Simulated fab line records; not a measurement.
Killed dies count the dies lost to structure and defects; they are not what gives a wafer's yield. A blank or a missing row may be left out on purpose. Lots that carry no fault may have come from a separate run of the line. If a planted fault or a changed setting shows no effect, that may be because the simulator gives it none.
What tool caused it?	flow n5Finfet	Sampling: 9 lots, 27 wafers, 5 of 1938 route steps

WHAT EACH GAUGE READ, for each wafer
Not one reading of a measure or inspect step in the record can be checked against a usual standard deviation.

WHICH TOOL RAN EACH LOT (tool, then ch and the chambers of the sampled wafers, then the start)
lot	N5_BEOL_M12_DESCUM_33	N5_BEOL_M12_TRENCH_ETCH_34	N5_BEOL_M12_SPUTTER_43	N5_BEOL_M12_SPUTTER_44	N5_BEOL_M12_CMP_49
L469	rieDiel-06 ch 0,1,2, day 10 20:13	rieDiel-06 ch 0,1,2, day 10 20:35	pvdSputter-02, day 11 02:10	pvdSputter-02, day 11 02:15	cmp-04 ch 0,1,3, day 11 03:01
L472	rieDiel-02 ch 1,3, day 11 10:49	rieDiel-02 ch 1,3, day 11 11:11	pvdSputter-01, day 11 14:35	pvdSputter-01, day 11 14:40	cmp-03 ch 2,3, day 11 15:35
L473	rieDiel-06 ch 0,1,3, day 11 22:44	rieDiel-06 ch 0,1,3, day 11 23:05	pvdSputter-01, day 12 03:31	pvdSputter-01, day 12 03:36	cmp-02 ch 1,3, day 12 04:16
L474	rieDiel-05 ch 0,1,2, day 12 08:49	rieDiel-05 ch 0,1,2, day 12 09:10	pvdSputter-03, day 12 11:52	pvdSputter-03, day 12 11:56	cmp-02 ch 0,1,3, day 12 12:41
L478	rieDiel-02 ch 2,3, day 13 19:16	rieDiel-02 ch 2,3, day 13 19:37	pvdSputter-01, day 13 20:21	pvdSputter-01, day 13 20:26	cmp-04 ch 0,1,3, day 13 21:07
L477	rieDiel-06 ch 0,3, day 14 05:33	rieDiel-06 ch 0,3, day 14 05:55	pvdSputter-01, day 14 07:58	pvdSputter-01, day 14 08:03	cmp-02 ch 0,2,3, day 14 08:43
L489	rieDiel-02 ch 0,2,3, day 16 04:52	rieDiel-02 ch 0,2,3, day 16 05:14	pvdSputter-03, day 16 07:01	pvdSputter-03, day 16 07:06	cmp-03 ch 0,2,3, day 16 07:49
L491	rieDiel-05 ch 1,3, day 16 19:17	rieDiel-05 ch 1,3, day 16 19:39	pvdSputter-02, day 16 22:07	pvdSputter-02, day 16 22:11	cmp-02 ch 0,1, day 16 22:50
L488	rieDiel-05 ch 0,1,2, day 16 20:51	rieDiel-05 ch 0,1,2, day 16 21:13	pvdSputter-02, day 16 22:37	pvdSputter-02, day 16 22:41	cmp-04 ch 0,3, day 16 23:27
- N5_BEOL_M12_DESCUM_33: chemistry O2, time 7.9 s.
- N5_BEOL_M12_TRENCH_ETCH_34: etches SiOC in C4F8/O2/Ar, target depth 318.95 nm, time 125.5 s.
- N5_BEOL_M12_SPUTTER_43: material TaN, target thk 15 nm, time 24.19 s.
- N5_BEOL_M12_SPUTTER_44: material Ta, target thk 10 nm, time 16.13 s.
- N5_BEOL_M12_CMP_49: polishes, stops on SiOC, t overpolish 20.6 s, target thk 320 nm.

AS READ BY THE TOOLS THEMSELVES (means over the sampled wafers that have a number; for cases with no such wafer, the mark the record gives instead)
N5_BEOL_M12_DESCUM_33. Usual: drypumpMotorCurrentA 5.9 A, standard deviation 0.56; o2FlowSccm 225.0 sccm, standard deviation 0.68; oesProductAu 0.77 a.u., standard deviation 0.091; rfVppV 243.0 V, standard deviation 1.2; showerheadPlenumPTorr 2.08 Torr, standard deviation 0.064; throttleValvePct 20.46 %, standard deviation 0.25.
lot	tool	drypumpMotorCurrentA (A)	o2FlowSccm (sccm)	oesProductAu (a.u.)	rfVppV (V)	showerheadPlenumPTorr (Torr)	throttleValvePct (%)	flag
L469	rieDiel-06	5.4	225.3	0.68	243.0	2.03	20.81	
L472	rieDiel-02	6.4	224.9	0.76	244.1	2.16	20.33	
L473	rieDiel-06	5.4	225.3	0.68	241.7	1.98	20.56	
L474	rieDiel-05	6.5	224.3	0.74	242.9	2.08	20.42	
L478	rieDiel-02	6.0	225.4	0.72	242.8	2.08	20.58	
L477	rieDiel-06	5.3	225.7	0.77	242.4	2.07	20.23	
L489	rieDiel-02	5.8	225.5	0.80	242.5	2.07	20.49	
L491	rieDiel-05	5.9	225.8	0.75	242.7	2.04	20.33	
L488	rieDiel-05	6.4	224.8	0.81	243.5	2.07	20.35	

N5_BEOL_M12_TRENCH_ETCH_34. Usual: C4F8_flow_sccm 15.00 sccm, standard deviation 0.042; drypumpMotorCurrentA 5.9 A, standard deviation 0.56; oesProductAu 0.77 a.u., standard deviation 0.091; rfVppV 665.0 V, standard deviation 3; showerheadPlenumPTorr 3.41 Torr, standard deviation 0.1; throttleValvePct 24.27 %, standard deviation 0.25.
lot	tool	C4F8_flow_sccm (sccm)	drypumpMotorCurrentA (A)	oesProductAu (a.u.)	rfVppV (V)	showerheadPlenumPTorr (Torr)	throttleValvePct (%)	flag
L469	rieDiel-06	15.00	5.4	0.69	664.0	3.33	24.58	
L472	rieDiel-02	15.03	6.4	0.76	668.2	3.53	24.16	
L473	rieDiel-06	14.97	5.4	0.69	660.3	3.25	24.28	
L474	rieDiel-05	15.03	6.5	0.74	665.0	3.43	24.32	
L478	rieDiel-02	15.02	6.0	0.72	665.0	3.40	24.30	
L477	rieDiel-06	15.03	5.3	0.78	664.4	3.38	23.93	
L489	rieDiel-02	14.99	5.8	0.80	664.6	3.39	24.24	
L491	rieDiel-05	14.97	5.9	0.76	663.9	3.36	24.16	
L488	rieDiel-05	14.98	6.5	0.80	665.2	3.42	24.27	

N5_BEOL_M12_SPUTTER_43. Usual: throttleValvePct reads 30.2 % (standard deviation 0.99).
lot	tool	throttleValvePct (%)	flag
L469	pvdSputter-02	29.9	
L472	pvdSputter-01	29.8	
L473	pvdSputter-01	29.7	
L474	pvdSputter-03	30.5	
L478	pvdSputter-01	29.9	
L477	pvdSputter-01	30.8	
L489	pvdSputter-03	30.1	
L491	pvdSputter-02	30.0	
L488	pvdSputter-02	30.5	

N5_BEOL_M12_SPUTTER_44. Usual: throttleValvePct reads 30.2 % (standard deviation 0.99).
lot	tool	throttleValvePct (%)	flag
L469	pvdSputter-02	30.1	
L472	pvdSputter-01	29.7	
L473	pvdSputter-01	29.7	
L474	pvdSputter-03	30.5	
L478	pvdSputter-01	29.7	
L477	pvdSputter-01	30.7	
L489	pvdSputter-03	30.3	
L491	pvdSputter-02	29.8	
L488	pvdSputter-02	30.5	

N5_BEOL_M12_CMP_49. Usual: barrierFieldEndpointS 30.5 s, standard deviation 0.71; clearingPlatenRpm 50.000 rpm, standard deviation 0.025; motorCurrentA 5.4 A, standard deviation 0.66; platenRpm 50.00 rpm, standard deviation 0.033; retainingRingPressureFrac 1.000, standard deviation 0.0049; slurryFilterDpKPa 13.50 kPa, standard deviation 0.13.
lot	tool	barrierFieldEndpointS (s)	clearingPlatenRpm (rpm)	motorCurrentA (A)	platenRpm (rpm)	retainingRingPressureFrac	slurryFilterDpKPa (kPa)	flag
L469	cmp-04	30.8	49.976	5.6	49.97	1.000	13.48	
L472	cmp-03	29.4	49.990	6.0	49.99	0.995	13.39	
L473	cmp-02	31.0	50.008	5.5	50.01	1.005	13.49	
L474	cmp-02	30.0	49.998	5.6	49.99	0.999	13.70	
L478	cmp-04	32.0	50.008	5.4	50.01	1.002	13.50	
L477	cmp-02	37.8	50.034	5.3	50.00	1.000	13.56	OFF
L489	cmp-03	29.2	49.981	5.6	50.01	1.004	13.45	
L491	cmp-02	29.9	49.998	6.1	50.00	0.999	13.48	
L488	cmp-04	30.9	49.999	4.9	50.04	1.002	13.45	

THE ANSWER, worked out from the rows above alone
Rule: take the mean of a lot's wafers that have a number; if it is more than 3 standard deviations from the usual mean, the lot is off. Also off: a lot with no number at a reading for which 4 or more lots have one. Where the step has rows for the other lots, those lots are counted as sound. After the gauges, taken in route order, come the tools' own readings; for these a lot's mean is taken, as printed above. The first step at which some lot is off is used, and at that step the reading that is off furthest; a lot without a number counts as furthest.
Off: L477 (N5_BEOL_M12_CMP_49, barrierFieldEndpointS).
A tool fits if, at that step or a process step before it, it ran every lot that is off, and no sound lot after the first of them. This does not decide it: 2 tools fit, namely rieDiel-06 at N5_BEOL_M12_DESCUM_33 and N5_BEOL_M12_TRENCH_ETCH_34 and pvdSputter-01 at N5_BEOL_M12_SPUTTER_43 and N5_BEOL_M12_SPUTTER_44.

WHAT THE SIMULATOR PUT IN
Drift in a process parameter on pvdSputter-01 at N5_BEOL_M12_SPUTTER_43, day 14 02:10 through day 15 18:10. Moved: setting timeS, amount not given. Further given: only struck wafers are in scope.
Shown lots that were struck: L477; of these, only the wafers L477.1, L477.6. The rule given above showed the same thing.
